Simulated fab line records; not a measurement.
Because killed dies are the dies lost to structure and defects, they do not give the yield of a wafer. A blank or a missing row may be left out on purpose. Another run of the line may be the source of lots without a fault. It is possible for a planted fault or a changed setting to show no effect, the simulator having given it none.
The tool behind it: which one? + flow n5_finfet + 22 lots, 66 wafers sampled, at 6 steps of a route of 1938

== WHAT THE GAUGES READ, wafer by wafer ==
N5_BEOL_M11_OVL_MEAS_29.
| lot  | measured     | on         | V10_OVL (nm)   |
|------|--------------|------------|----------------|
| L075 | day 10 03:30 | overlay-01 | -0.5 -0.7 -1.9 |
| L074 | day 10 03:45 | overlay-01 | -1.1 -0.9 -0.9 |
| L076 | day 10 19:11 | overlay-01 | 0.3 -0.4 0.5   |
| L077 | day 11 01:31 | overlay-02 | -1.1 -1.2 -0.7 |
| L078 | day 11 08:08 | overlay-02 | 0.5 -0.1 -0.4  |
| L080 | day 11 15:53 | overlay-01 | 0.1 -0.1 -0.1  |
| L079 | day 11 15:50 | overlay-01 | 0.9 0.7 1.3    |
| L082 | day 11 19:33 | overlay-02 | 1.0 -0.3 0.5   |
| L081 | day 11 22:28 | overlay-02 | -1.2 -2.3 -1.7 |
| L083 | day 12 13:35 | overlay-01 | 0.2 -1.0 -0.9  |
| L084 | day 12 20:29 | overlay-02 | 0.4 -0.3 0.1   |
| L086 | day 12 23:22 | overlay-02 | -1.6 0.0 -0.5  |
| L087 | day 13 11:00 | overlay-01 | -0.6 0.1 -1.0  |
| L090 | day 14 04:38 | overlay-01 | -0.2 -1.8 -0.2 |
| L088 | day 14 01:52 | overlay-01 | -0.2 0.3 -0.3  |
| L089 | day 14 05:07 | overlay-02 | 0.0 -0.2 -1.4  |
| L091 | day 14 17:55 | overlay-01 | -1.8 -1.1 -2.0 |
| L093 | day 14 22:46 | overlay-02 | 0.0 0.0 -0.8   |
| L094 | day 15 05:43 | overlay-01 | -1.7 -2.0 -1.1 |
| L095 | day 15 12:12 | overlay-01 | -0.9 -2.2 -2.8 |
| L096 | day 15 18:11 | overlay-01 | -1.1 -0.7 -1.0 |
| L097 | day 16 02:40 | overlay-02 | -0.9 -1.3 -0.3 |

== TOOL THAT RAN EACH LOT (tool first, then ch and the chambers of the sampled wafers, then the start) ==
| lot  | N5_BEOL_M8_STRIP_36                | N5_BEOL_M9_ETCH_65                 | N5_BEOL_M9_STRIP_36                | N5_BEOL_M10_CURE_71           | N5_BEOL_M10_DESCUM_16              |
|------|------------------------------------|------------------------------------|------------------------------------|-------------------------------|------------------------------------|
| L075 | rie_diel-05 ch 0,2, day 9 02:55    | rie_diel-04 ch 1,2, day 9 11:49    | rie_diel-04 ch 1,2, day 9 12:01    | uv_cure-01 ch 0, day 9 15:07  | rie_diel-05 ch 2,3, day 9 17:16    |
| L074 | rie_diel-05 ch 0,1,2, day 9 03:26  | rie_diel-03 ch 0,3, day 9 12:07    | rie_diel-03 ch 0,3, day 9 12:19    | uv_cure-02 ch 1, day 9 15:29  | rie_diel-05 ch 0,1, day 9 17:31    |
| L076 | rie_diel-02 ch 0,1,3, day 9 19:16  | rie_diel-04 ch 0,3, day 10 03:39   | rie_diel-04 ch 0,3, day 10 03:50   | uv_cure-02 ch 2, day 10 06:58 | rie_diel-06 ch 0,1,2, day 10 08:40 |
| L077 | rie_diel-06 ch 0,1,2, day 10 01:48 | rie_diel-03 ch 0,1,3, day 10 09:12 | rie_diel-03 ch 0,1,3, day 10 09:24 | uv_cure-02 ch 0, day 10 13:38 | rie_diel-02 ch 0,1, day 10 16:51   |
| L078 | rie_diel-05 ch 1,2,3, day 10 07:39 | rie_diel-04 ch 0,2,3, day 10 16:06 | rie_diel-04 ch 0,2,3, day 10 16:18 | uv_cure-01 ch 0, day 10 20:35 | rie_diel-05 ch 1,2,3, day 10 21:55 |
| L080 | rie_diel-05 ch 0,2,3, day 10 16:17 | rie_diel-01 ch 0,2,3, day 10 23:04 | rie_diel-01 ch 0,2,3, day 10 23:16 | uv_cure-01 ch 0, day 11 02:52 | rie_diel-06 ch 0,1,2, day 11 05:47 |
| L079 | rie_diel-05 ch 0,2,3, day 10 16:41 | rie_diel-03 ch 0,2,3, day 11 01:28 | rie_diel-03 ch 0,2,3, day 11 01:39 | uv_cure-02 ch 1, day 11 04:36 | rie_diel-05 ch 2,3, day 11 06:24   |
| L082 | rie_diel-02 ch 0,1,3, day 10 23:22 | rie_diel-04 ch 0,1,3, day 11 05:19 | rie_diel-04 ch 0,1,3, day 11 05:31 | uv_cure-02 ch 2, day 11 09:34 | rie_diel-02 ch 0,1,3, day 11 11:30 |
| L081 | rie_diel-02 ch 0,1,3, day 10 23:46 | rie_diel-01 ch 0,3, day 11 08:08   | rie_diel-01 ch 0,3, day 11 08:20   | uv_cure-01 ch 0, day 11 11:16 | rie_diel-02 ch 0,2,3, day 11 14:36 |
| L083 | rie_diel-06 ch 0,1, day 11 16:11   | rie_diel-04 ch 0,3, day 11 22:47   | rie_diel-04 ch 0,3, day 11 22:58   | uv_cure-02 ch 2, day 12 01:51 | rie_diel-05 ch 1,2,3, day 12 06:01 |
| L084 | rie_diel-02 ch 2,3, day 11 23:08   | rie_diel-04 ch 0,1,2, day 12 07:09 | rie_diel-04 ch 0,1,2, day 12 07:20 | uv_cure-02 ch 2, day 12 10:44 | rie_diel-05 ch 0,1, day 12 12:49   |
| L086 | rie_diel-05 ch 1,2, day 11 23:17   | rie_diel-03 ch 1,2, day 12 07:38   | rie_diel-03 ch 1,2, day 12 07:49   | uv_cure-01 ch 1, day 12 11:29 | rie_diel-02 ch 2,3, day 12 13:22   |
| L087 | rie_diel-02 ch 0,2, day 12 13:59   | rie_diel-03 ch 1,2,3, day 12 20:11 | rie_diel-03 ch 1,2,3, day 12 20:23 | uv_cure-02 ch 0, day 12 23:25 | rie_diel-02 ch 0,2, day 13 01:16   |
| L090 | rie_diel-02 ch 0,1,2, day 13 03:29 | rie_diel-01 ch 1,2,3, day 13 11:23 | rie_diel-01 ch 1,2,3, day 13 11:35 | uv_cure-02 ch 0, day 13 14:35 | rie_diel-02 ch 1,2, day 13 17:33   |
| L088 | rie_diel-06 ch 1,2,3, day 13 03:34 | rie_diel-03 ch 2,3, day 13 11:02   | rie_diel-03 ch 2,3, day 13 11:14   | uv_cure-01 ch 2, day 13 13:50 | rie_diel-02 ch 0,1,2, day 13 17:07 |
| L089 | rie_diel-05 ch 0,3, day 13 06:03   | rie_diel-04 ch 0,2, day 13 14:57   | rie_diel-04 ch 0,2, day 13 15:08   | uv_cure-03 ch 2, day 13 18:10 | rie_diel-06 ch 0,2, day 13 19:58   |
| L091 | rie_diel-06 ch 0,3, day 13 18:53   | rie_diel-01 ch 0,1,2, day 14 01:52 | rie_diel-01 ch 0,1,2, day 14 02:04 | uv_cure-02 ch 0, day 14 05:38 | rie_diel-02 ch 1,2, day 14 09:04   |
| L093 | rie_diel-06 ch 2,3, day 14 02:12   | rie_diel-01 ch 0,2,3, day 14 11:59 | rie_diel-01 ch 0,2,3, day 14 12:10 | uv_cure-03 ch 2, day 14 15:09 | rie_diel-05 ch 0,3, day 14 16:08   |
| L094 | rie_diel-02 ch 1,2,3, day 14 08:43 | rie_diel-04 ch 0,1,3, day 14 14:47 | rie_diel-04 ch 0,1,3, day 14 14:58 | uv_cure-01 ch 2, day 14 17:23 | rie_diel-05 ch 0,2,3, day 14 19:05 |
| L095 | rie_diel-02 ch 2,3, day 14 12:45   | rie_diel-03 ch 0,1, day 14 20:34   | rie_diel-03 ch 0,1, day 14 20:45   | uv_cure-03 ch 2, day 14 23:39 | rie_diel-05 ch 0,2,3, day 15 03:03 |
| L096 | rie_diel-06 ch 1,3, day 14 21:04   | rie_diel-01 ch 0,1,2, day 15 04:28 | rie_diel-01 ch 0,1,2, day 15 04:39 | uv_cure-01 ch 2, day 15 07:58 | rie_diel-06 ch 1,2,3, day 15 10:18 |
| L097 | rie_diel-06 ch 2,3, day 14 23:07   | rie_diel-01 ch 1,3, day 15 05:45   | rie_diel-01 ch 1,3, day 15 05:56   | uv_cure-01 ch 0, day 15 09:50 | rie_diel-02 ch 1,2, day 15 11:20   |
- N5_BEOL_M8_STRIP_36: strips in N2/H2.
- N5_BEOL_M9_ETCH_65: etches SiARC in CF4, target depth 15.6 nm, time 26 s.
- N5_BEOL_M9_STRIP_36: strips in N2/H2.
- N5_BEOL_M10_CURE_71: cures SiCOH lowk, time 240 s.
- N5_BEOL_M10_DESCUM_16: chemistry O2, time 7.9 s.

== WHAT THE TOOLS THEMSELVES READ (means of the sampled wafers that have a number; where no wafer has one, the mark that the record gives instead) ==
N5_BEOL_M8_STRIP_36.
| lot  | tool        | drypump_motor_current_A (A) | oes_product_au (a.u.) | rf_vpp_V (V) | showerhead_plenum_p_Torr (Torr) | throttle_valve_pct (%) |
|------|-------------|-----------------------------|-----------------------|--------------|---------------------------------|------------------------|
| L075 | rie_diel-05 | 5.1                         | 0.75                  | 58.9         | 2.60                            | 23.5                   |
| L074 | rie_diel-05 | 5.5                         | 0.78                  | 59.6         | 2.58                            | 23.7                   |
| L076 | rie_diel-02 | 6.2                         | 0.77                  | 60.5         | 2.59                            | 23.8                   |
| L077 | rie_diel-06 | 5.9                         | 0.71                  | 59.1         | 2.55                            | 23.8                   |
| L078 | rie_diel-05 | 5.5                         | 0.78                  | 58.7         | 2.61                            | 23.6                   |
| L080 | rie_diel-05 | 5.3                         | 0.77                  | 59.2         | 2.60                            | 23.5                   |
| L079 | rie_diel-05 | 5.3                         | 0.76                  | 60.7         | 2.60                            | 23.5                   |
| L082 | rie_diel-02 | 6.2                         | 0.75                  | 59.4         | 2.58                            | 23.8                   |
| L081 | rie_diel-02 | 6.3                         | 0.75                  | 59.5         | 2.58                            | 23.8                   |
| L083 | rie_diel-06 | 5.9                         | 0.68                  | 59.6         | 2.57                            | 23.8                   |
| L084 | rie_diel-02 | 5.4                         | 0.72                  | 59.9         | 2.51                            | 23.9                   |
| L086 | rie_diel-05 | 5.8                         | 0.77                  | 56.9         | 2.57                            | 23.8                   |
| L087 | rie_diel-02 | 6.1                         | 0.78                  | 59.5         | 2.63                            | 23.9                   |
| L090 | rie_diel-02 | 6.0                         | 0.82                  | 60.6         | 2.56                            | 23.6                   |
| L088 | rie_diel-06 | 5.6                         | 0.74                  | 59.9         | 2.56                            | 23.7                   |
| L089 | rie_diel-05 | 5.5                         | 0.76                  | 58.2         | 2.56                            | 23.6                   |
| L091 | rie_diel-06 | 5.9                         | 0.75                  | 60.4         | 2.52                            | 24.0                   |
| L093 | rie_diel-06 | 5.6                         | 0.77                  | 58.3         | 2.54                            | 23.8                   |
| L094 | rie_diel-02 | 5.8                         | 0.77                  | 59.0         | 2.51                            | 23.7                   |
| L095 | rie_diel-02 | 5.6                         | 0.71                  | 60.0         | 2.52                            | 24.0                   |
| L096 | rie_diel-06 | 5.7                         | 0.90                  | 59.8         | 2.57                            | 23.4                   |
| L097 | rie_diel-06 | 5.6                         | 0.73                  | 59.8         | 2.53                            | 23.7                   |

N5_BEOL_M9_ETCH_65.
| lot  | tool        | drypump_motor_current_A (A) | etch_rf_on_time_s (s) | oes_product_au (a.u.) | rf_vpp_V (V) | showerhead_plenum_p_Torr (Torr) | throttle_valve_pct (%) |
|------|-------------|-----------------------------|-----------------------|-----------------------|--------------|---------------------------------|------------------------|
| L075 | rie_diel-04 | 5.8                         | 26.0                  | 0.69                  | 184.9        | 2.17                            | 15.37                  |
| L074 | rie_diel-03 | 5.4                         | 26.6                  | 0.62                  | 185.3        | 2.22                            | 15.89                  |
| L076 | rie_diel-04 | 5.1                         | 26.1                  | 0.59                  | 182.8        | 2.06                            | 15.90                  |
| L077 | rie_diel-03 | 5.6                         | 26.1                  | 0.62                  | 184.5        | 2.19                            | 15.86                  |
| L078 | rie_diel-04 | 5.4                         | 26.4                  | 0.59                  | 183.2        | 2.12                            | 15.77                  |
| L080 | rie_diel-01 | 5.8                         | 26.1                  | 0.68                  | 183.5        | 2.12                            | 15.66                  |
| L079 | rie_diel-03 | 5.5                         | 26.2                  | 0.62                  | 184.8        | 2.17                            | 15.93                  |
| L082 | rie_diel-04 | 5.6                         | 25.8                  | 0.65                  | 184.2        | 2.09                            | 15.80                  |
| L081 | rie_diel-01 | 5.4                         | 25.4                  | 0.75                  | 183.8        | 2.14                            | 15.62                  |
| L083 | rie_diel-04 | 5.1                         | 25.7                  | 0.59                  | 183.2        | 2.06                            | 15.92                  |
| L084 | rie_diel-04 | 5.5                         | 25.7                  | 0.65                  | 183.4        | 2.11                            | 15.54                  |
| L086 | rie_diel-03 | 5.6                         | 26.3                  | 0.61                  | 183.3        | 2.08                            | 15.93                  |
| L087 | rie_diel-03 | 5.5                         | 26.6                  | 0.61                  | 184.0        | 2.13                            | 15.93                  |
| L090 | rie_diel-01 | 6.0                         | 26.4                  | 0.64                  | 184.3        | 2.11                            | 15.59                  |
| L088 | rie_diel-03 | 5.4                         | 26.0                  | 0.61                  | 183.2        | 2.10                            | 15.99                  |
| L089 | rie_diel-04 | 5.4                         | 26.3                  | 0.58                  | 183.2        | 2.13                            | 15.54                  |
| L091 | rie_diel-01 | 5.9                         | 25.6                  | 0.70                  | 184.8        | 2.16                            | 15.58                  |
| L093 | rie_diel-01 | 5.8                         | 26.1                  | 0.65                  | 183.8        | 2.11                            | 15.72                  |
| L094 | rie_diel-04 | 5.6                         | 25.8                  | 0.71                  | 183.4        | 2.08                            | 15.68                  |
| L095 | rie_diel-03 | 5.7                         | 26.6                  | 0.59                  | 185.1        | 2.16                            | 15.90                  |
| L096 | rie_diel-01 | 5.9                         | 25.8                  | 0.68                  | 183.6        | 2.15                            | 15.60                  |
| L097 | rie_diel-01 | 5.9                         | 26.4                  | 0.66                  | 184.0        | 2.12                            | 15.46                  |

N5_BEOL_M9_STRIP_36.
| lot  | tool        | drypump_motor_current_A (A) | oes_product_au (a.u.) | rf_vpp_V (V) | showerhead_plenum_p_Torr (Torr) | throttle_valve_pct (%) |
|------|-------------|-----------------------------|-----------------------|--------------|---------------------------------|------------------------|
| L075 | rie_diel-04 | 5.8                         | 0.80                  | 60.0         | 2.58                            | 23.3                   |
| L074 | rie_diel-03 | 5.4                         | 0.73                  | 59.5         | 2.63                            | 23.6                   |
| L076 | rie_diel-04 | 5.1                         | 0.68                  | 59.0         | 2.44                            | 24.1                   |
| L077 | rie_diel-03 | 5.6                         | 0.73                  | 60.0         | 2.60                            | 23.7                   |
| L078 | rie_diel-04 | 5.4                         | 0.70                  | 59.8         | 2.51                            | 23.8                   |
| L080 | rie_diel-01 | 5.8                         | 0.80                  | 60.3         | 2.51                            | 23.7                   |
| L079 | rie_diel-03 | 5.5                         | 0.72                  | 61.6         | 2.56                            | 23.8                   |
| L082 | rie_diel-04 | 5.6                         | 0.76                  | 59.6         | 2.47                            | 23.8                   |
| L081 | rie_diel-01 | 5.5                         | 0.88                  | 58.3         | 2.53                            | 23.6                   |
| L083 | rie_diel-04 | 5.1                         | 0.67                  | 59.5         | 2.43                            | 24.1                   |
| L084 | rie_diel-04 | 5.5                         | 0.76                  | 57.5         | 2.50                            | 23.6                   |
| L086 | rie_diel-03 | 5.6                         | 0.72                  | 58.3         | 2.44                            | 24.0                   |
| L087 | rie_diel-03 | 5.5                         | 0.72                  | 58.6         | 2.51                            | 23.8                   |
| L090 | rie_diel-01 | 6.1                         | 0.74                  | 58.6         | 2.50                            | 23.6                   |
| L088 | rie_diel-03 | 5.4                         | 0.70                  | 60.1         | 2.48                            | 23.8                   |
| L089 | rie_diel-04 | 5.4                         | 0.68                  | 59.2         | 2.54                            | 23.6                   |
| L091 | rie_diel-01 | 5.8                         | 0.81                  | 59.7         | 2.55                            | 23.6                   |
| L093 | rie_diel-01 | 5.8                         | 0.77                  | 58.8         | 2.50                            | 23.7                   |
| L094 | rie_diel-04 | 5.6                         | 0.84                  | 58.6         | 2.45                            | 23.8                   |
| L095 | rie_diel-03 | 5.8                         | 0.70                  | 59.0         | 2.55                            | 24.0                   |
| L096 | rie_diel-01 | 5.8                         | 0.79                  | 60.6         | 2.54                            | 23.6                   |
| L097 | rie_diel-01 | 5.9                         | 0.76                  | 58.0         | 2.50                            | 23.4                   |

N5_BEOL_M10_CURE_71.
| lot  | tool       | lamp_power_pct (%) | wafer_temp_C_max |
|------|------------|--------------------|------------------|
| L075 | uv_cure-01 | 52.33              | 386.7            |
| L074 | uv_cure-02 | 52.36              | 386.3            |
| L076 | uv_cure-02 | 52.30              | 386.2            |
| L077 | uv_cure-02 | 52.33              | 386.0            |
| L078 | uv_cure-01 | 52.30              | 386.6            |
| L080 | uv_cure-01 | 52.30              | 387.1            |
| L079 | uv_cure-02 | 52.35              | 386.5            |
| L082 | uv_cure-02 | 52.33              | 386.0            |
| L081 | uv_cure-01 | 52.26              | 387.0            |
| L083 | uv_cure-02 | 52.29              | 386.1            |
| L084 | uv_cure-02 | 52.32              | 386.5            |
| L086 | uv_cure-01 | 52.35              | 388.1            |
| L087 | uv_cure-02 | 52.35              | 386.1            |
| L090 | uv_cure-02 | 52.34              | 386.2            |
| L088 | uv_cure-01 | 52.35              | 386.6            |
| L089 | uv_cure-03 | 52.37              | 387.9            |
| L091 | uv_cure-02 | 52.29              | 386.3            |
| L093 | uv_cure-03 | 52.28              | 387.1            |
| L094 | uv_cure-01 | 52.35              | 386.1            |
| L095 | uv_cure-03 | 52.34              | 387.2            |
| L096 | uv_cure-01 | 52.28              | 386.4            |
| L097 | uv_cure-01 | 52.33              | 386.9            |

N5_BEOL_M10_DESCUM_16.
| lot  | tool        | drypump_motor_current_A (A) | oes_product_au (a.u.) | rf_vpp_V (V) | showerhead_plenum_p_Torr (Torr) | throttle_valve_pct (%) |
|------|-------------|-----------------------------|-----------------------|--------------|---------------------------------|------------------------|
| L075 | rie_diel-05 | 5.3                         | 0.78                  | 244.8        | 2.20                            | 20.3                   |
| L074 | rie_diel-05 | 5.7                         | 0.79                  | 243.5        | 2.11                            | 20.7                   |
| L076 | rie_diel-06 | 5.9                         | 0.71                  | 243.8        | 2.11                            | 20.6                   |
| L077 | rie_diel-02 | 6.3                         | 0.74                  | 243.3        | 2.10                            | 20.3                   |
| L078 | rie_diel-05 | 5.5                         | 0.78                  | 244.8        | 2.16                            | 20.4                   |
| L080 | rie_diel-06 | 5.9                         | 0.71                  | 244.1        | 2.10                            | 20.6                   |
| L079 | rie_diel-05 | 5.1                         | 0.74                  | 244.4        | 2.18                            | 20.3                   |
| L082 | rie_diel-02 | 6.2                         | 0.75                  | 243.3        | 2.11                            | 20.5                   |
| L081 | rie_diel-02 | 5.8                         | 0.76                  | 242.8        | 2.13                            | 20.7                   |
| L083 | rie_diel-05 | 5.5                         | 0.76                  | 244.7        | 2.16                            | 20.4                   |
| L084 | rie_diel-05 | 5.7                         | 0.77                  | 242.7        | 2.10                            | 20.8                   |
| L086 | rie_diel-02 | 5.6                         | 0.72                  | 242.7        | 2.09                            | 20.9                   |
| L087 | rie_diel-02 | 6.0                         | 0.77                  | 243.8        | 2.15                            | 20.6                   |
| L090 | rie_diel-02 | 5.5                         | 0.77                  | 243.4        | 2.07                            | 20.6                   |
| L088 | rie_diel-02 | 6.0                         | 0.82                  | 242.9        | 2.10                            | 20.4                   |
| L089 | rie_diel-06 | 5.8                         | 0.71                  | 243.1        | 2.07                            | 20.5                   |
| L091 | rie_diel-02 | 5.5                         | 0.76                  | 242.7        | 2.07                            | 20.6                   |
| L093 | rie_diel-05 | 5.5                         | 0.75                  | 243.7        | 2.13                            | 20.7                   |
| L094 | rie_diel-05 | 5.3                         | 0.74                  | 243.6        | 2.15                            | 20.5                   |
| L095 | rie_diel-05 | 5.3                         | 0.73                  | 243.1        | 2.15                            | 20.5                   |
| L096 | rie_diel-06 | 5.6                         | 0.81                  | 242.9        | 2.11                            | 20.4                   |
| L097 | rie_diel-02 | 5.9                         | 0.83                  | 242.3        | 2.05                            | 20.2                   |

== THE ANSWER, worked out from the rows above alone ==
Rule: what is usual is taken from the lots themselves. The widest of any qualifying gaps counts: lots, ordered by their means at a reading, are off when they make up no more than a third of the lots, leave a main group of 4 or more, and stand apart from it by 3 or more times the standard deviation of that group's means. A main group is skipped when, at the precision printed for the reading in the tables above, its means are all equal. Also off: a lot with no number at a reading for which 4 or more lots have one. Any other lot the step has rows for is counted as sound. First the gauges in route order, then the tools' own readings, where a lot's mean is used as printed above. At the first step where some lot is off, the reading lying furthest off is the one used; lots without a number count as furthest.
Nothing can be told from this: no lot is off at any reading shown.

== WHAT THE SIMULATOR PUT IN ==
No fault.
